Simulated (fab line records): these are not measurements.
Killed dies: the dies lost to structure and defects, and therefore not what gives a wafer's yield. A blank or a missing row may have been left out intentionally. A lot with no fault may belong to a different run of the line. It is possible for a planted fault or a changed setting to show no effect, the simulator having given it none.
Split-lot study | flow n5_finfet | route with 1938 steps; 7 lots, 39 wafers read

## SPLIT DETAILS
At N5_ZERO_LAYER_ETCH_18 (etches Si in HBr/Cl2, target depth 120 nm, time 40 s), the setting target_depth_a was moved away from the recipe's 1200 angstrom on 12 of the 39 wafers read, by +30.1% to +51.2%. The other wafers ran this setting at the recipe's value.

The split's own step is where the reading is taken.

## THE READING
coat_of_ZERO_LAYER_COAT_05.thk_nm (the simulator's own value, which no gauge read), in nm, at N5_ZERO_LAYER_ETCH_18 (etches Si in HBr/Cl2, target depth 120 nm, time 40 s). The file gives no usual value for it. Across the 27 wafers here that went through the recipe, the average is 928.1 nm and the standard deviation 3.8 nm.

wafer  | tool, chamber at the split | target_depth_a as run, angstrom | against the recipe | coat_of_ZERO_LAYER_COAT_05.thk_nm, nm | against lot-mates on the recipe
L076.1 | rie_si-06, 0               | 1200                            | recipe             | 926.9                                 | -
L076.2 | rie_si-06, 2               | 1594                            | +32.8%             | 913.1                                 | -12.7
L076.3 | rie_si-06, 3               | 1200                            | recipe             | 927.3                                 | -
L076.4 | rie_si-06, 1               | 1594                            | +32.8%             | 914.4                                 | -11.4
L076.5 | rie_si-06, 0               | 1594                            | +32.8%             | 914.9                                 | -10.9
L076.6 | rie_si-06, 1               | 1200                            | recipe             | 923.2                                 | -
L079.1 | rie_si-05, 0               | 1680                            | +40.0%             | 914.1                                 | -17.3
L079.2 | rie_si-05, 3               | 1200                            | recipe             | 932.2                                 | -
L079.3 | rie_si-05, 2               | 1680                            | +40.0%             | 923.4                                 | -8.0
L079.4 | rie_si-05, 1               | 1200                            | recipe             | 931.7                                 | -
L079.5 | rie_si-05, 2               | 1200                            | recipe             | 930.2                                 | -
L079.6 | rie_si-05, 1               | 1680                            | +40.0%             | 914.8                                 | -16.6
L080.1 | rie_si-06, 0               | 1200                            | recipe             | 930.5                                 | -
L080.2 | rie_si-06, 3               | 1200                            | recipe             | 930.2                                 | -
L080.3 | rie_si-06, 1               | 1200                            | recipe             | 932                                   | -
L080.4 | rie_si-06, 2               | 1200                            | recipe             | 931.1                                 | -
L080.5 | rie_si-06, 1               | 1200                            | recipe             | 930.8                                 | -
L080.6 | rie_si-06, 0               | 1200                            | recipe             | 931.4                                 | -
L082.1 | rie_si-01, 2               | 1561                            | +30.1%             | 918.5                                 | -13.7
L082.2 | rie_si-01, 0               | 1561                            | +30.1%             | 921.9                                 | -10.3
L082.3 | rie_si-01, 3               | 1561                            | +30.1%             | 921.2                                 | -11.0
L082.4 | rie_si-01, 1               | 1200                            | recipe             | 930.4                                 | -
L082.5 | rie_si-01, 2               | 1200                            | recipe             | 931.5                                 | -
L082.6 | rie_si-01, 3               | 1200                            | recipe             | 934.8                                 | -
L084.1 | rie_si-06, 1               | 1200                            | recipe             | 928.2                                 | -
L084.5 | rie_si-06, 2               | 1200                            | recipe             | 929.3                                 | -
L084.6 | rie_si-06, 1               | 1200                            | recipe             | 930.3                                 | -
L086.1 | rie_si-06, 0               | 1200                            | recipe             | 929.1                                 | -
L086.2 | rie_si-06, 3               | 1200                            | recipe             | 925.6                                 | -
L086.3 | rie_si-06, 2               | 1200                            | recipe             | 925.6                                 | -
L086.4 | rie_si-06, 1               | 1814                            | +51.2%             | 908.6                                 | -18.2
L086.5 | rie_si-06, 0               | 1814                            | +51.2%             | 910.7                                 | -16.1
L086.6 | rie_si-06, 1               | 1814                            | +51.2%             | 907.9                                 | -18.9
L092.1 | rie_si-06, 0               | 1200                            | recipe             | 922.9                                 | -
L092.2 | rie_si-06, 1               | 1200                            | recipe             | 920.2                                 | -
L092.3 | rie_si-06, 3               | 1200                            | recipe             | 923.3                                 | -
L092.4 | rie_si-06, 2               | 1200                            | recipe             | 921.9                                 | -
L092.5 | rie_si-06, 1               | 1200                            | recipe             | 921.5                                 | -
L092.6 | rie_si-06, 0               | 1200                            | recipe             | 925.7                                 | -

FIT RESULTS
A straight line over all 39 wafers: coat_of_ZERO_LAYER_COAT_05.thk_nm changes by -0.337 nm for each +1% of target_depth_a; r = -0.86; the points scatter about the line by 3.8 nm.
The same after taking each lot's own level away (the mean of its wafers on the recipe; 39 wafers): -0.353 nm for each +1%; r = -0.96; scatter 1.8 nm.
Per that fit: largest target_depth_a move, reading shift of 18 nm.
Measured against the standard deviation above, the lots' own levels, which go from 922.58 to 932.23 nm, span 2.5 times it.
Consequently the slope shifts little with the lot-to-lot level, the two slopes agreeing.
Check: for one of the wafers moved furthest among these (+51.2%), held out of the fit, the line's prediction against its lot-mates is -18.1 nm. Against them it came out at -18.2 nm.

## THE WHOLE CHAIN: every reading that the file lists as answering this split, in the file's order
step                   | what it does                                         | reading                                                                            | change (the file's fit)               | r (the file's)
N5_ZERO_LAYER_ETCH_18  | etches Si in HBr/Cl2, target depth 120 nm, time 40 s | ZERO_LAYER.feature_depth_nm (the simulator's own value, which no gauge read)       | +1.19 nm for each +1% of the setting  | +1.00
N5_ZERO_LAYER_ETCH_18  | etches Si in HBr/Cl2, target depth 120 nm, time 40 s | etch.depth_nm (the simulator's own value, which no gauge read)                     | +1.19 nm for each +1% of the setting  | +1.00
N5_ZERO_LAYER_ETCH_18  | etches Si in HBr/Cl2, target depth 120 nm, time 40 s | coat_of_ZERO_LAYER_COAT_05.thk_nm (the simulator's own value, which no gauge read) | -0.355 nm for each +1% of the setting | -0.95
N5_ZERO_LAYER_STRIP_24 | strips in O2                                         | strip_time_to_endpoint_s                                                           | withheld for each +1% of the setting  | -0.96

## FILE'S OWN FIT
coat_of_ZERO_LAYER_COAT_05.thk_nm changes by -0.355 nm for each +1% of target_depth_a, r = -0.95.
